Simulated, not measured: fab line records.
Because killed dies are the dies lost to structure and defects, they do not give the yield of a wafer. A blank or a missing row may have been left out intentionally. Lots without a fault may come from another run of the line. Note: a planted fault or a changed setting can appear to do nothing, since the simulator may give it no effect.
Split-lot study + flow n5Finfet + route with 1938 steps; 7 lots, 21 wafers read

== THE SPLIT ITSELF ==
At N5_HKMG_FIN_ETCH_32 (etches SOC in N2/H2, target depth 240 nm, time 300 s), the setting sourceW was moved away from the recipe's 840 W on 7 of the 21 wafers read, by -17.4% to +17.8%. This setting was run at the recipe's value on the other wafers.

The reading comes from the split's own step.

== THE READING ==
rfVppV, in V, at N5_HKMG_FIN_ETCH_32 (etches SOC in N2/H2, target depth 240 nm, time 300 s). On this fab line, fault-free wafers typically give 525 V with a standard deviation of 3.1 V.

| wafer  | tool, chamber at the split | sourceW as run, W | against the recipe | rfVppV, V | against lot-mates on the recipe |
|--------|----------------------------|-------------------|--------------------|-----------|---------------------------------|
| L076.1 | rieDiel-03, 2              | 694.2             | -17.4%             | 555       | +28                             |
| L076.4 | rieDiel-03, 3              | 840               | recipe             | 527       | -                               |
| L076.6 | rieDiel-03, 3              | 694.2             | -17.4%             | 561       | +34                             |
| L079.1 | rieDiel-01, 1              | 840               | recipe             | 521       | -                               |
| L079.3 | rieDiel-01, 3              | 989.6             | +17.8%             | 499       | -22                             |
| L079.6 | rieDiel-01, 3              | 989.6             | +17.8%             | 498       | -23                             |
| L080.1 | rieDiel-01, 3              | 840               | recipe             | 527       | -                               |
| L080.3 | rieDiel-01, 0              | 840               | recipe             | 525       | -                               |
| L080.4 | rieDiel-01, 1              | 840               | recipe             | 521       | -                               |
| L082.2 | rieDiel-03, 0              | 725.9             | -13.6%             | 553       | +32                             |
| L082.3 | rieDiel-03, 2              | 840               | recipe             | 522       | -                               |
| L082.5 | rieDiel-03, 2              | 840               | recipe             | 521       | -                               |
| L086.2 | rieDiel-03, 2              | 840               | recipe             | 521       | -                               |
| L086.3 | rieDiel-03, 3              | 840               | recipe             | 527       | -                               |
| L086.5 | rieDiel-03, 2              | 840               | recipe             | 521       | -                               |
| L089.2 | rieDiel-03, 1              | 980.9             | +16.8%             | 500       | -27                             |
| L089.4 | rieDiel-03, 0              | 980.9             | +16.8%             | 499       | -28                             |
| L089.6 | rieDiel-03, 0              | 840               | recipe             | 527       | -                               |
| L090.1 | rieDiel-04, 0              | 840               | recipe             | 529       | -                               |
| L090.5 | rieDiel-04, 3              | 840               | recipe             | 520       | -                               |
| L090.6 | rieDiel-04, 0              | 840               | recipe             | 528       | -                               |

FIT RESULTS
A straight line over all 21 wafers: rfVppV changes by -1.68 V for each +1% of sourceW; r = -0.98; the points scatter about the line by 3.7 V.
The same after taking each lot's own level away (the mean of its wafers on the recipe; 21 wafers): -1.64 V for each +1%; r = -0.98; scatter 3.7 V.
That fit puts the effect of the largest move of sourceW on the reading at 29 V.
The lots' own levels span 521.0 to 527.0 V, that is 1.9 times the standard deviation above.
Hence the lot-to-lot level has little effect on the slope; both slopes agree.
Check: for one of the wafers moved furthest among these (+17.8%), held out of the fit, the line's prediction against its lot-mates is -29.3 V. It came out at -22 V against them.
Tool readings at the split's step, against how far the setting was moved: rfVppV r = -0.98.

== ADDITIONAL SPLITS CARRIED BY THESE WAFERS ==
Note: prior to the reading, these wafers also went through further splits. Each is held against what the fit with the lots' levels taken away leaves over:
| other split on the same wafers | wafers away from the commonest value | r with rfVppV (lot level and that fit taken away) |
|--------------------------------|--------------------------------------|---------------------------------------------------|
| N5_SD_EPI_P_PEB_07 pebTimeS    | 7                                    | +0.17                                             |
| N5_SDB_COAT_04 spinRpm         | 5                                    | +0.06                                             |
| N5_SDB_COAT_05 spinRpm         | 6                                    | -0.25                                             |
| N5_HKMG_FIN_PEB_10 pebTimeS    | 4                                    | -0.06                                             |

== THE WHOLE CHAIN: every reading that the file lists as answering this split, in the file's order ==
| step                | what it does                                         | reading                                                                  | change (the file's fit)              | r (the file's) |
|---------------------|------------------------------------------------------|--------------------------------------------------------------------------|--------------------------------------|----------------|
| N5_HKMG_FIN_ETCH_32 | etches SOC in N2/H2, target depth 240 nm, time 300 s | rfVppV                                                                   | -1.67 V for each +1% of the setting  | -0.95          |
| N5_HKMG_FIN_ETCH_32 | etches SOC in N2/H2, target depth 240 nm, time 300 s | etch.depthNm (the simulator's own value, which no gauge read)            | +2.32 nm for each +1% of the setting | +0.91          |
| N5_HKMG_FIN_ETCH_32 | etches SOC in N2/H2, target depth 240 nm, time 300 s | HKMG_FIN.featureDepthNm (the simulator's own value, which no gauge read) | +2.32 nm for each +1% of the setting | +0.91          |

== FILE'S OWN FIT ==
rfVppV changes by -1.67 V for each +1% of sourceW, r = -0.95.
